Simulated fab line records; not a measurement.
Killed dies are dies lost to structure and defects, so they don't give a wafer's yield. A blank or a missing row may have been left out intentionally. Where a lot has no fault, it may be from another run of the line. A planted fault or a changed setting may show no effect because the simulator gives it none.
fab line records / flow nand_harc
record: lots: 5 wafers: 15 last_day: 33
route steps=1302 shown A_ONON_D2@567 A_CHANNEL_HOLE_D2@570
lots that met no fault: taken from a fault-free run of the same line
start_h: the number of hours between the record's first day and the start of the first shown wafer of the lot / wait_h: hours since the lot's step before / " the same as in the row above / L1.1+2: one row covering several wafers at once / - no value, or no start was given / * or withheld: withheld / < > ~ a bound
route shown NAME@n: a module of which the file shows steps, and the number in the route of the first / usual: average and standard deviation across the fault-free wafers / same: alike in all rows / chamber/n: place in a boat / sites: per-site readings / _std_site: standard deviation of those values / _edge_site: inner sites' mean taken away from outer sites' mean / radius_mm: for every site, how far away it sits from the centre of the wafer / mask NAME#n: copy n / behind: the tool/chamber that last shaped the wafer / hold: why the lot was held/for how many hours/how that ended / device: whichever transistor did not switch (one of n, p or np) / end of line: at the end of the route, the tests of the same wafers / a step with no rows: only its recipe / killed: dies that structure and defects cost at the first sort, which is not the same as the wafer's yield / map: a wafer's dies, x killed, . not, _ none there
set.NAME: the setting the step ran with; set.NAME@STEP: the setting that earlier step ran with / model.NAME: the simulator's own value behind a step, which no gauge read
certain route steps with their lots: each step a table, each wafer a row
services: from which hour (start_h, from the record's first day; less than 0 if before it) a tool's chamber was out of use, for how many hours, and why
== steps ==
step: NHARC_A_ONON_D2_THK_MEAS_34
recipe: thk_meas_gauge: ellipsometry
usual: thk_nm: 200/3.5
lot.wafer=L153.1 tool=film_metro-02 chamber=- start_h=329.86 wait_h=- thk_nm=199
lot.wafer=L153.4 tool=film_metro-02 chamber=- start_h=329.86 wait_h=- thk_nm=198
lot.wafer=L153.6 tool=film_metro-02 chamber=- start_h=329.86 wait_h=- thk_nm=201
lot.wafer=L160.3 tool=film_metro-01 chamber=- start_h=403.83 wait_h=- thk_nm=199
lot.wafer=L160.4 tool=film_metro-01 chamber=- start_h=403.83 wait_h=- thk_nm=202
lot.wafer=L160.5 tool=film_metro-01 chamber=- start_h=403.83 wait_h=- thk_nm=200
lot.wafer=L168.2 tool=film_metro-01 chamber=- start_h=482.96 wait_h=- thk_nm=199
lot.wafer=L168.4 tool=film_metro-01 chamber=- start_h=482.96 wait_h=- thk_nm=203
lot.wafer=L168.6 tool=film_metro-01 chamber=- start_h=482.96 wait_h=- thk_nm=207
lot.wafer=L169.1 tool=film_metro-02 chamber=- start_h=499.93 wait_h=- thk_nm=202
lot.wafer=L169.3 tool=film_metro-02 chamber=- start_h=499.93 wait_h=- thk_nm=200
lot.wafer=L169.6 tool=film_metro-02 chamber=- start_h=499.93 wait_h=- thk_nm=202
lot.wafer=L171.1 tool=film_metro-02 chamber=- start_h=524.51 wait_h=- thk_nm=201
lot.wafer=L171.4 tool=film_metro-02 chamber=- start_h=524.51 wait_h=- thk_nm=204
lot.wafer=L171.5 tool=film_metro-02 chamber=- start_h=524.51 wait_h=- thk_nm=205
step: NHARC_A_ONON_D2_INSPECT_32
usual: raw_defect_count: 497/200
lot.wafer=L153.1 tool=defect_inspect-02 chamber=- start_h=329.93 wait_h=0.0 raw_defect_count=329
lot.wafer=L153.4 tool=defect_inspect-02 chamber=- start_h=329.93 wait_h=0.0 raw_defect_count=390
lot.wafer=L153.6 tool=defect_inspect-02 chamber=- start_h=329.93 wait_h=0.0 raw_defect_count=216
lot.wafer=L160.3 tool=defect_inspect-02 chamber=- start_h=403.89 wait_h=0.0 raw_defect_count=693
lot.wafer=L160.4 tool=defect_inspect-02 chamber=- start_h=403.89 wait_h=0.0 raw_defect_count=740
lot.wafer=L160.5 tool=defect_inspect-02 chamber=- start_h=403.89 wait_h=0.0 raw_defect_count=968
lot.wafer=L168.2 tool=defect_inspect-01 chamber=- start_h=483.05 wait_h=0.0 raw_defect_count=845
lot.wafer=L168.4 tool=defect_inspect-01 chamber=- start_h=483.05 wait_h=0.0 raw_defect_count=900
lot.wafer=L168.6 tool=defect_inspect-01 chamber=- start_h=483.05 wait_h=0.0 raw_defect_count=843
lot.wafer=L169.1 tool=defect_inspect-02 chamber=- start_h=499.99 wait_h=0.0 raw_defect_count=735
lot.wafer=L169.3 tool=defect_inspect-02 chamber=- start_h=499.99 wait_h=0.0 raw_defect_count=255
lot.wafer=L169.6 tool=defect_inspect-02 chamber=- start_h=499.99 wait_h=0.0 raw_defect_count=496
lot.wafer=L171.1 tool=defect_inspect-02 chamber=- start_h=524.59 wait_h=0.0 raw_defect_count=410
lot.wafer=L171.4 tool=defect_inspect-02 chamber=- start_h=524.59 wait_h=0.0 raw_defect_count=620
lot.wafer=L171.5 tool=defect_inspect-02 chamber=- start_h=524.59 wait_h=0.0 raw_defect_count=469
step: NHARC_A_CHANNEL_HOLE_D2_DEP_00
recipe: target_thk_a: 31000 temp_c: 400 material: aC
usual: throttle_valve_pct: 35.000/0.0097
lot.wafer=L153.1 tool=acl_dep-02 chamber=0 start_h=330.25 wait_h=0.3 throttle_valve_pct=35.004
lot.wafer=L153.4 tool=acl_dep-02 chamber=0 start_h=330.25 wait_h=0.3 throttle_valve_pct=34.990
lot.wafer=L153.6 tool=acl_dep-02 chamber=0 start_h=330.25 wait_h=0.3 throttle_valve_pct=35.000
lot.wafer=L160.3 tool=acl_dep-01 chamber=0 start_h=404.59 wait_h=0.7 throttle_valve_pct=35.011
lot.wafer=L160.4 tool=acl_dep-01 chamber=0 start_h=404.59 wait_h=0.7 throttle_valve_pct=35.005
lot.wafer=L160.5 tool=acl_dep-01 chamber=0 start_h=404.59 wait_h=0.7 throttle_valve_pct=34.997
lot.wafer=L168.2 tool=acl_dep-01 chamber=0 start_h=486.91 wait_h=3.9 throttle_valve_pct=34.979
lot.wafer=L168.4 tool=acl_dep-01 chamber=0 start_h=486.91 wait_h=3.9 throttle_valve_pct=35.001
lot.wafer=L168.6 tool=acl_dep-01 chamber=0 start_h=486.91 wait_h=3.9 throttle_valve_pct=34.992
lot.wafer=L169.1 tool=acl_dep-02 chamber=0 start_h=500.97 wait_h=1.0 throttle_valve_pct=35.003
lot.wafer=L169.3 tool=acl_dep-02 chamber=0 start_h=500.97 wait_h=1.0 throttle_valve_pct=34.993
lot.wafer=L169.6 tool=acl_dep-02 chamber=0 start_h=500.97 wait_h=1.0 throttle_valve_pct=34.996
lot.wafer=L171.1 tool=acl_dep-02 chamber=0 start_h=524.66 wait_h=0.1 throttle_valve_pct=35.005
lot.wafer=L171.4 tool=acl_dep-02 chamber=0 start_h=524.66 wait_h=0.1 throttle_valve_pct=35.009
lot.wafer=L171.5 tool=acl_dep-02 chamber=0 start_h=524.66 wait_h=0.1 throttle_valve_pct=34.996
step: NHARC_A_CHANNEL_HOLE_D2_DEP_01
recipe: target_thk_a: 1400 target_thk_nm: 140 temp_c: 400 pressure_torr: 3.5 flow_sccm: 200 rf_w: 350 material: SiON
usual: heater_power_outer_w: 430/76 heater_power_w: 720/100
lot.wafer=L153.1 tool=pecvd-01 chamber=1 start_h=332.22 wait_h=1.6 heater_power_outer_w=495 heater_power_w=817 since_wet_clean_h=8
lot.wafer=L153.4 tool=pecvd-01 chamber=1 start_h=332.22 wait_h=1.6 heater_power_outer_w=483 heater_power_w=824 since_wet_clean_h=-
lot.wafer=L153.6 tool=pecvd-01 chamber=2 start_h=332.22 wait_h=1.6 heater_power_outer_w=425 heater_power_w=683 since_wet_clean_h=-
lot.wafer=L160.3 tool=pecvd-04 chamber=1 start_h=405.94 wait_h=1.0 heater_power_outer_w=322 heater_power_w=596 since_wet_clean_h=124
lot.wafer=L160.4 tool=pecvd-04 chamber=2 start_h=405.94 wait_h=1.0 heater_power_outer_w=439 heater_power_w=753 since_wet_clean_h=-
lot.wafer=L160.5 tool=pecvd-04 chamber=1 start_h=405.94 wait_h=1.0 heater_power_outer_w=338 heater_power_w=592 since_wet_clean_h=-
lot.wafer=L168.2 tool=pecvd-02 chamber=1 start_h=488.52 wait_h=1.3 heater_power_outer_w=582 heater_power_w=901 since_wet_clean_h=67
lot.wafer=L168.4 tool=pecvd-02 chamber=1 start_h=488.52 wait_h=1.3 heater_power_outer_w=587 heater_power_w=883 since_wet_clean_h=-
lot.wafer=L168.6 tool=pecvd-02 chamber=2 start_h=488.52 wait_h=1.3 heater_power_outer_w=501 heater_power_w=815 since_wet_clean_h=-
lot.wafer=L169.3 tool=pecvd-04 chamber=2 start_h=502.89 wait_h=1.0 heater_power_outer_w=369 heater_power_w=678 since_wet_clean_h=40
lot.wafer=L169.1 tool=pecvd-04 chamber=0 start_h=502.89 wait_h=1.0 heater_power_outer_w=429 heater_power_w=728 since_wet_clean_h=40
lot.wafer=L169.6 tool=pecvd-04 chamber=2 start_h=502.89 wait_h=1.0 heater_power_outer_w=368 heater_power_w=677 since_wet_clean_h=-
lot.wafer=L171.1 tool=pecvd-04 chamber=1 start_h=526.62 wait_h=1.6 heater_power_outer_w=296 heater_power_w=535 since_wet_clean_h=63
lot.wafer=L171.5 tool=pecvd-04 chamber=2 start_h=526.62 wait_h=1.6 heater_power_outer_w=397 heater_power_w=706 since_wet_clean_h=-
lot.wafer=L171.4 tool=pecvd-04 chamber=1 start_h=526.62 wait_h=1.6 heater_power_outer_w=296 heater_power_w=538 since_wet_clean_h=-
step: NHARC_A_CHANNEL_HOLE_D2_DEHYDRATE_02
recipe: temp_c: 150 time_s: 120
step: NHARC_A_CHANNEL_HOLE_D2_HMDS_03
recipe: time_s: 30
step: NHARC_A_CHANNEL_HOLE_D2_COAT_36
recipe: temp_c: 260 time_s: 75
step: NHARC_A_CHANNEL_HOLE_D2_COAT_37
recipe: temp_c: 225 time_s: 65
step: NHARC_A_CHANNEL_HOLE_D2_COAT_04
recipe: spin_rpm: 1500 resist_thk_nm: 90
step: NHARC_A_CHANNEL_HOLE_D2_SOFTBAKE_05
recipe: temp_c: 105 time_s: 55
step: NHARC_A_CHANNEL_HOLE_D2_EBR_06
step: NHARC_A_CHANNEL_HOLE_D2_EXPOSE_07
recipe: na: 1.35 target_cd_nm: 100 sigma_outer: 0.3 dose_mj: 59.65 mask_id: HOLE_D2
lot.wafer=L153.1+4+6 tool=arfi_scanner-03 chamber=0 start_h=332.65 wait_h=- mask=HOLE_D2#0
lot.wafer=L160.3+4+5 tool=arfi_scanner-03 chamber=0 start_h=406.35 wait_h=- mask=HOLE_D2#0
lot.wafer=L168.2+4+6 tool=arfi_scanner-01 chamber=0 start_h=489.11 wait_h=- mask=HOLE_D2#0
lot.wafer=L169.1+3+6 tool=arfi_scanner-03 chamber=0 start_h=503.47 wait_h=- mask=HOLE_D2#0
lot.wafer=L171.1+4+5 tool=arfi_scanner-02 chamber=0 start_h=527.14 wait_h=- mask=HOLE_D2#0
step: NHARC_A_CHANNEL_HOLE_D2_PEB_08
recipe: peb_temp_c: 100 peb_time_s: 65
step: NHARC_A_CHANNEL_HOLE_D2_DEVELOP_09
recipe: develop_time_s: 35 dev_temp_c: 23
step: NHARC_A_CHANNEL_HOLE_D2_CD_MEAS_10
recipe: target_cd_nm: 100 landing_energy_ev: 500
usual: cd_nm: 99.7/0.67
lot.wafer=L153.1 tool=cd_sem-02 chamber=0 start_h=332.78 wait_h=- cd_nm=100.3
lot.wafer=L153.4 tool=cd_sem-02 chamber=0 start_h=332.78 wait_h=- cd_nm=101.0
lot.wafer=L153.6 tool=cd_sem-02 chamber=0 start_h=332.78 wait_h=- cd_nm=100.3
lot.wafer=L160.3 tool=cd_sem-03 chamber=0 start_h=406.49 wait_h=- cd_nm=99.3
lot.wafer=L160.4 tool=cd_sem-03 chamber=0 start_h=406.49 wait_h=- cd_nm=101.0
lot.wafer=L160.5 tool=cd_sem-03 chamber=0 start_h=406.49 wait_h=- cd_nm=100.7
lot.wafer=L168.2 tool=cd_sem-03 chamber=0 start_h=489.25 wait_h=- cd_nm=99.3
lot.wafer=L168.4 tool=cd_sem-03 chamber=0 start_h=489.25 wait_h=- cd_nm=99.6
lot.wafer=L168.6 tool=cd_sem-03 chamber=0 start_h=489.25 wait_h=- cd_nm=100.1
lot.wafer=L169.1 tool=cd_sem-01 chamber=0 start_h=503.61 wait_h=- cd_nm=101.3
lot.wafer=L169.3 tool=cd_sem-01 chamber=0 start_h=503.61 wait_h=- cd_nm=100.5
lot.wafer=L169.6 tool=cd_sem-01 chamber=0 start_h=503.61 wait_h=- cd_nm=101.0
lot.wafer=L171.1 tool=cd_sem-02 chamber=0 start_h=527.28 wait_h=- cd_nm=99.3
lot.wafer=L171.4 tool=cd_sem-02 chamber=0 start_h=527.28 wait_h=- cd_nm=99.8
lot.wafer=L171.5 tool=cd_sem-02 chamber=0 start_h=527.28 wait_h=- cd_nm=99.5
step: NHARC_A_CHANNEL_HOLE_D2_OVL_MEAS_11
usual: overlay_x_nm: -0.2/1.1 overlay_y_nm: -0.1/1
lot.wafer=L153.1 tool=overlay-02 chamber=- start_h=332.87 wait_h=- overlay_x_nm=-2.5 overlay_y_nm=0.2
lot.wafer=L153.4 tool=overlay-02 chamber=- start_h=332.87 wait_h=- overlay_x_nm=-2.6 overlay_y_nm=0.4
lot.wafer=L153.6 tool=overlay-02 chamber=- start_h=332.87 wait_h=- overlay_x_nm=-2.4 overlay_y_nm=0.2
lot.wafer=L160.3 tool=overlay-01 chamber=- start_h=406.57 wait_h=- overlay_x_nm=0.3 overlay_y_nm=-0.8
lot.wafer=L160.4 tool=overlay-01 chamber=- start_h=406.57 wait_h=- overlay_x_nm=0.4 overlay_y_nm=-0.8
lot.wafer=L160.5 tool=overlay-01 chamber=- start_h=406.57 wait_h=- overlay_x_nm=0.2 overlay_y_nm=-0.7
lot.wafer=L168.2 tool=overlay-02 chamber=- start_h=489.33 wait_h=- overlay_x_nm=2.1 overlay_y_nm=0.1
lot.wafer=L168.4 tool=overlay-02 chamber=- start_h=489.33 wait_h=- overlay_x_nm=2.2 overlay_y_nm=-0.2
lot.wafer=L168.6 tool=overlay-02 chamber=- start_h=489.33 wait_h=- overlay_x_nm=1.9 overlay_y_nm=0.6
lot.wafer=L169.1 tool=overlay-01 chamber=- start_h=503.70 wait_h=- overlay_x_nm=0.6 overlay_y_nm=-0.9
lot.wafer=L169.3 tool=overlay-01 chamber=- start_h=503.70 wait_h=- overlay_x_nm=0.5 overlay_y_nm=-1.2
lot.wafer=L169.6 tool=overlay-01 chamber=- start_h=503.70 wait_h=- overlay_x_nm=1.3 overlay_y_nm=-1.0
lot.wafer=L171.1 tool=overlay-02 chamber=- start_h=527.37 wait_h=- overlay_x_nm=0.4 overlay_y_nm=1.0
lot.wafer=L171.4 tool=overlay-02 chamber=- start_h=527.37 wait_h=- overlay_x_nm=0.1 overlay_y_nm=1.3
lot.wafer=L171.5 tool=overlay-02 chamber=- start_h=527.37 wait_h=- overlay_x_nm=0.4 overlay_y_nm=0.7
step: NHARC_A_CHANNEL_HOLE_D2_INSPECT_12
usual: raw_defect_count: 26/22
lot.wafer=L153.1 tool=defect_inspect-02 chamber=- start_h=332.91 wait_h=0.0 raw_defect_count=5
lot.wafer=L153.4 tool=defect_inspect-02 chamber=- start_h=332.91 wait_h=0.0 raw_defect_count=9
lot.wafer=L153.6 tool=defect_inspect-02 chamber=- start_h=332.91 wait_h=0.0 raw_defect_count=7
lot.wafer=L160.3 tool=defect_inspect-02 chamber=- start_h=406.61 wait_h=0.0 raw_defect_count=12
lot.wafer=L160.4 tool=defect_inspect-02 chamber=- start_h=406.61 wait_h=0.0 raw_defect_count=11
lot.wafer=L160.5 tool=defect_inspect-02 chamber=- start_h=406.61 wait_h=0.0 raw_defect_count=9
lot.wafer=L168.2 tool=defect_inspect-01 chamber=- start_h=489.37 wait_h=0.0 raw_defect_count=25
lot.wafer=L168.4 tool=defect_inspect-01 chamber=- start_h=489.37 wait_h=0.0 raw_defect_count=22
lot.wafer=L168.6 tool=defect_inspect-01 chamber=- start_h=489.37 wait_h=0.0 raw_defect_count=23
lot.wafer=L169.1 tool=defect_inspect-01 chamber=- start_h=503.73 wait_h=0.0 raw_defect_count=4
lot.wafer=L169.3 tool=defect_inspect-01 chamber=- start_h=503.73 wait_h=0.0 raw_defect_count=4
lot.wafer=L169.6 tool=defect_inspect-01 chamber=- start_h=503.73 wait_h=0.0 raw_defect_count=3
lot.wafer=L171.1 tool=defect_inspect-02 chamber=- start_h=527.40 wait_h=0.0 raw_defect_count=4
lot.wafer=L171.4 tool=defect_inspect-02 chamber=- start_h=527.40 wait_h=0.0 raw_defect_count=2
lot.wafer=L171.5 tool=defect_inspect-02 chamber=- start_h=527.40 wait_h=0.0 raw_defect_count=2
step: NHARC_A_CHANNEL_HOLE_D2_DESCUM_15
recipe: time_s: 3 o2_flow_sccm: 200 ar_flow_sccm: 0 bias_power_w: 0 chemistry: O2
usual: drypump_motor_current_A: 5.6/0.47 oes_product_au: 0.997/0.014 rf_vpp_V: 57.8/0.94 showerhead_plenum_p_Torr: 1.92/0.084 throttle_valve_pct: 11.310/0.0091
lot.wafer=L153.1 tool=rie_diel-01 chamber=0 start_h=332.97 wait_h=0.1 drypump_motor_current_A=6.4 oes_product_au=1.000 rf_hours_counter_h=9 rf_vpp_V=57.6 showerhead_plenum_p_Torr=1.83 throttle_valve_pct=11.307 model.A_CHANNEL_HOLE_D2.cd_nm=100.1
lot.wafer=L153.4 tool=rie_diel-01 chamber=0 start_h=332.97 wait_h=0.1 drypump_motor_current_A=6.4 oes_product_au=0.991 rf_hours_counter_h=- rf_vpp_V=58.1 showerhead_plenum_p_Torr=1.83 throttle_valve_pct=11.313 model.A_CHANNEL_HOLE_D2.cd_nm=100.7
lot.wafer=L153.6 tool=rie_diel-01 chamber=3 start_h=332.97 wait_h=0.1 drypump_motor_current_A=5.9 oes_product_au=1.009 rf_hours_counter_h=- rf_vpp_V=59.5 showerhead_plenum_p_Torr=1.90 throttle_valve_pct=11.301 model.A_CHANNEL_HOLE_D2.cd_nm=99.29
lot.wafer=L160.3 tool=rie_diel-03 chamber=3 start_h=406.67 wait_h=0.1 drypump_motor_current_A=5.9 oes_product_au=0.986 rf_hours_counter_h=6 rf_vpp_V=58.2 showerhead_plenum_p_Torr=1.88 throttle_valve_pct=11.324 model.A_CHANNEL_HOLE_D2.cd_nm=99.29
lot.wafer=L160.4 tool=rie_diel-03 chamber=2 start_h=406.67 wait_h=0.1 drypump_motor_current_A=5.1 oes_product_au=0.984 rf_hours_counter_h=6 rf_vpp_V=57.4 showerhead_plenum_p_Torr=1.86 throttle_valve_pct=11.314 model.A_CHANNEL_HOLE_D2.cd_nm=100.2
lot.wafer=L160.5 tool=rie_diel-03 chamber=0 start_h=406.67 wait_h=0.1 drypump_motor_current_A=6.2 oes_product_au=0.985 rf_hours_counter_h=- rf_vpp_V=55.3 showerhead_plenum_p_Torr=1.96 throttle_valve_pct=11.324 model.A_CHANNEL_HOLE_D2.cd_nm=100.6
lot.wafer=L168.2 tool=rie_diel-01 chamber=0 start_h=489.44 wait_h=0.1 drypump_motor_current_A=6.4 oes_product_au=0.984 rf_hours_counter_h=4 rf_vpp_V=58.0 showerhead_plenum_p_Torr=1.83 throttle_valve_pct=11.304 model.A_CHANNEL_HOLE_D2.cd_nm=99.24
lot.wafer=L168.4 tool=rie_diel-01 chamber=2 start_h=489.44 wait_h=0.1 drypump_motor_current_A=5.7 oes_product_au=0.995 rf_hours_counter_h=4 rf_vpp_V=57.7 showerhead_plenum_p_Torr=2.03 throttle_valve_pct=11.308 model.A_CHANNEL_HOLE_D2.cd_nm=99.17
lot.wafer=L168.6 tool=rie_diel-01 chamber=3 start_h=489.44 wait_h=0.1 drypump_motor_current_A=5.8 oes_product_au=1.032 rf_hours_counter_h=- rf_vpp_V=56.6 showerhead_plenum_p_Torr=1.90 throttle_valve_pct=11.314 model.A_CHANNEL_HOLE_D2.cd_nm=99.97
lot.wafer=L169.3 tool=rie_diel-01 chamber=3 start_h=503.80 wait_h=0.1 drypump_motor_current_A=5.9 oes_product_au=1.019 rf_hours_counter_h=6 rf_vpp_V=57.2 showerhead_plenum_p_Torr=1.89 throttle_valve_pct=11.329 model.A_CHANNEL_HOLE_D2.cd_nm=100.5
lot.wafer=L169.1 tool=rie_diel-01 chamber=2 start_h=503.80 wait_h=0.1 drypump_motor_current_A=5.7 oes_product_au=1.004 rf_hours_counter_h=6 rf_vpp_V=57.8 showerhead_plenum_p_Torr=2.03 throttle_valve_pct=11.315 model.A_CHANNEL_HOLE_D2.cd_nm=100.5
lot.wafer=L169.6 tool=rie_diel-01 chamber=3 start_h=503.80 wait_h=0.1 drypump_motor_current_A=5.9 oes_product_au=1.041 rf_hours_counter_h=- rf_vpp_V=58.3 showerhead_plenum_p_Torr=1.89 throttle_valve_pct=11.314 model.A_CHANNEL_HOLE_D2.cd_nm=101
lot.wafer=L171.4 tool=rie_diel-03 chamber=0 start_h=527.47 wait_h=0.1 drypump_motor_current_A=6.1 oes_product_au=0.997 rf_hours_counter_h=2 rf_vpp_V=58.3 showerhead_plenum_p_Torr=1.96 throttle_valve_pct=11.315 model.A_CHANNEL_HOLE_D2.cd_nm=99.44
lot.wafer=L171.1 tool=rie_diel-03 chamber=3 start_h=527.47 wait_h=0.1 drypump_motor_current_A=5.9 oes_product_au=0.993 rf_hours_counter_h=2 rf_vpp_V=57.1 showerhead_plenum_p_Torr=1.88 throttle_valve_pct=11.300 model.A_CHANNEL_HOLE_D2.cd_nm=99.38
lot.wafer=L171.5 tool=rie_diel-03 chamber=1 start_h=527.47 wait_h=0.1 drypump_motor_current_A=5.1 oes_product_au=0.988 rf_hours_counter_h=- rf_vpp_V=58.3 showerhead_plenum_p_Torr=2.03 throttle_valve_pct=11.319 model.A_CHANNEL_HOLE_D2.cd_nm=98.39
step: NHARC_A_CHANNEL_HOLE_D2_ETCH_38
recipe: target_depth_a: 390 over_etch_frac: 0.3 time_s: 65 ion_energy_ev: 80 cf4_flow_sccm: 150 ar_flow_sccm: 0 rf_w: 300 bias_w: 100 chemistry: CF4
usual: drypump_motor_current_A: 5.6/0.45 oes_product_au: 0.997/0.014 rf_vpp_V: 151.4/1.3 showerhead_plenum_p_Torr: 1.78/0.071 throttle_valve_pct: 13.283/0.0088
lot.wafer=L153.1 tool=rie_diel-01 chamber=3 start_h=333.08 wait_h=0.1 drypump_motor_current_A=5.8 oes_product_au=0.996 rf_hours_counter_h=8 rf_vpp_V=150.6 showerhead_plenum_p_Torr=1.75 throttle_valve_pct=13.290
lot.wafer=L153.6 tool=rie_diel-01 chamber=3 start_h=333.08 wait_h=0.1 drypump_motor_current_A=5.9 oes_product_au=1.002 rf_hours_counter_h=- rf_vpp_V=150.9 showerhead_plenum_p_Torr=1.75 throttle_valve_pct=13.295
lot.wafer=L153.4 tool=rie_diel-01 chamber=0 start_h=333.08 wait_h=0.1 drypump_motor_current_A=6.4 oes_product_au=0.976 rf_hours_counter_h=- rf_vpp_V=150.0 showerhead_plenum_p_Torr=1.69 throttle_valve_pct=13.278
lot.wafer=L160.3 tool=rie_diel-03 chamber=2 start_h=406.75 wait_h=0.1 drypump_motor_current_A=5.1 oes_product_au=0.983 rf_hours_counter_h=6 rf_vpp_V=150.1 showerhead_plenum_p_Torr=1.72 throttle_valve_pct=13.269
lot.wafer=L160.4 tool=rie_diel-03 chamber=3 start_h=406.75 wait_h=0.1 drypump_motor_current_A=5.9 oes_product_au=0.982 rf_hours_counter_h=6 rf_vpp_V=151.4 showerhead_plenum_p_Torr=1.74 throttle_valve_pct=13.279
lot.wafer=L160.5 tool=rie_diel-03 chamber=3 start_h=406.75 wait_h=0.1 drypump_motor_current_A=5.9 oes_product_au=0.982 rf_hours_counter_h=- rf_vpp_V=149.9 showerhead_plenum_p_Torr=1.74 throttle_valve_pct=13.278
lot.wafer=L168.4 tool=rie_diel-01 chamber=2 start_h=489.52 wait_h=0.1 drypump_motor_current_A=5.7 oes_product_au=1.000 rf_hours_counter_h=4 rf_vpp_V=154.5 showerhead_plenum_p_Torr=1.87 throttle_valve_pct=13.285
lot.wafer=L168.2 tool=rie_diel-01 chamber=0 start_h=489.52 wait_h=0.1 drypump_motor_current_A=6.4 oes_product_au=0.982 rf_hours_counter_h=4 rf_vpp_V=147.5 showerhead_plenum_p_Torr=1.69 throttle_valve_pct=13.277
lot.wafer=L168.6 tool=rie_diel-01 chamber=1 start_h=489.52 wait_h=0.1 drypump_motor_current_A=6.0 oes_product_au=0.976 rf_hours_counter_h=- rf_vpp_V=150.3 showerhead_plenum_p_Torr=1.84 throttle_valve_pct=13.294
lot.wafer=L169.1 tool=rie_diel-01 chamber=3 start_h=503.89 wait_h=0.1 drypump_motor_current_A=5.9 oes_product_au=1.043 rf_hours_counter_h=6 rf_vpp_V=151.0 showerhead_plenum_p_Torr=1.75 throttle_valve_pct=13.288
lot.wafer=L169.3 tool=rie_diel-01 chamber=0 start_h=503.89 wait_h=0.1 drypump_motor_current_A=6.4 oes_product_au=0.982 rf_hours_counter_h=5 rf_vpp_V=151.1 showerhead_plenum_p_Torr=1.69 throttle_valve_pct=13.302
lot.wafer=L169.6 tool=rie_diel-01 chamber=2 start_h=503.89 wait_h=0.1 drypump_motor_current_A=5.7 oes_product_au=1.012 rf_hours_counter_h=- rf_vpp_V=153.2 showerhead_plenum_p_Torr=1.87 throttle_valve_pct=13.281
lot.wafer=L171.4 tool=rie_diel-03 chamber=0 start_h=527.56 wait_h=0.1 drypump_motor_current_A=6.1 oes_product_au=0.992 rf_hours_counter_h=2 rf_vpp_V=151.6 showerhead_plenum_p_Torr=1.81 throttle_valve_pct=13.295
lot.wafer=L171.1 tool=rie_diel-03 chamber=1 start_h=527.56 wait_h=0.1 drypump_motor_current_A=5.1 oes_product_au=0.996 rf_hours_counter_h=2 rf_vpp_V=152.8 showerhead_plenum_p_Torr=1.87 throttle_valve_pct=13.292
lot.wafer=L171.5 tool=rie_diel-03 chamber=0 start_h=527.56 wait_h=0.1 drypump_motor_current_A=6.1 oes_product_au=0.999 rf_hours_counter_h=- rf_vpp_V=152.3 showerhead_plenum_p_Torr=1.81 throttle_valve_pct=13.284
== services ==
tool=arfi_scanner-03 chamber=- start_h=307.16 hours=0.5 kind=repair
tool=arfi_scanner-02 chamber=- start_h=310.85 hours=21.4 kind=repair
tool=pecvd-01 chamber=- start_h=311.00 hours=13.0 kind=pm
tool=rie_diel-01 chamber=1 start_h=326.90 hours=7.0 kind=repair
tool=rie_diel-03 chamber=1 start_h=331.50 hours=14.4 kind=repair
tool=pecvd-02 chamber=- start_h=354.37 hours=0.7 kind=repair
tool=arfi_scanner-03 chamber=- start_h=370.45 hours=4.0 kind=pm
tool=acl_dep-01 chamber=- start_h=371.14 hours=13.0 kind=pm
tool=rie_diel-01 chamber=- start_h=380.80 hours=9.0 kind=pm
tool=arfi_scanner-01 chamber=- start_h=382.11 hours=0.3 kind=repair
tool=rie_diel-03 chamber=- start_h=391.97 hours=0.4 kind=repair
tool=rie_diel-01 chamber=2 start_h=393.69 hours=4.6 kind=repair
tool=rie_diel-01 chamber=3 start_h=403.84 hours=5.9 kind=repair
tool=rie_diel-03 chamber=2 start_h=411.33 hours=8.8 kind=repair
tool=rie_diel-03 chamber=0 start_h=414.26 hours=4.5 kind=repair
tool=rie_diel-03 chamber=0 start_h=419.33 hours=10.2 kind=repair
tool=acl_dep-02 chamber=- start_h=426.29 hours=13.0 kind=pm
tool=rie_diel-01 chamber=3 start_h=426.92 hours=1.8 kind=repair
tool=pecvd-04 chamber=- start_h=450.15 hours=13.0 kind=pm
tool=rie_diel-03 chamber=- start_h=465.17 hours=9.0 kind=pm
tool=rie_diel-03 chamber=2 start_h=481.96 hours=8.5 kind=repair
tool=rie_diel-01 chamber=- start_h=519.55 hours=0.8 kind=repair
tool=rie_diel-01 chamber=0 start_h=523.28 hours=1.8 kind=repair
tool=arfi_scanner-03 chamber=- start_h=524.49 hours=0.9 kind=repair
== key ==
first_sign none at tools or gauges
model_effect: step: NHARC_A_CHANNEL_HOLE_D2_DESCUM_15 value: A_CHANNEL_HOLE_D2.cd_nm without: 99.1 struck: 100.4
met_at NHARC_A_CHANNEL_HOLE_D2_EXPOSE_07
struck_wafers L160.4,L160.5
tester_left_out L160
onset_between 332.65 406.35
fault: kind: process_parameter_drift tool: arfi_scanner-03 chamber: - onset_h: 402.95 steps: NHARC_A_CHANNEL_HOLE_D2_EXPOSE_07 channel: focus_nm offset: 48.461 shape: step end_h: 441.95 scope: struck_wafers_only
tester_left_out: of these lots the tester's yield and bins aren't shown, on N5 and GAA mostly nor the transistor test; their killed dies are dies lost to structure and defects alone, not to doping, threshold or leakage, so they don't give the yield
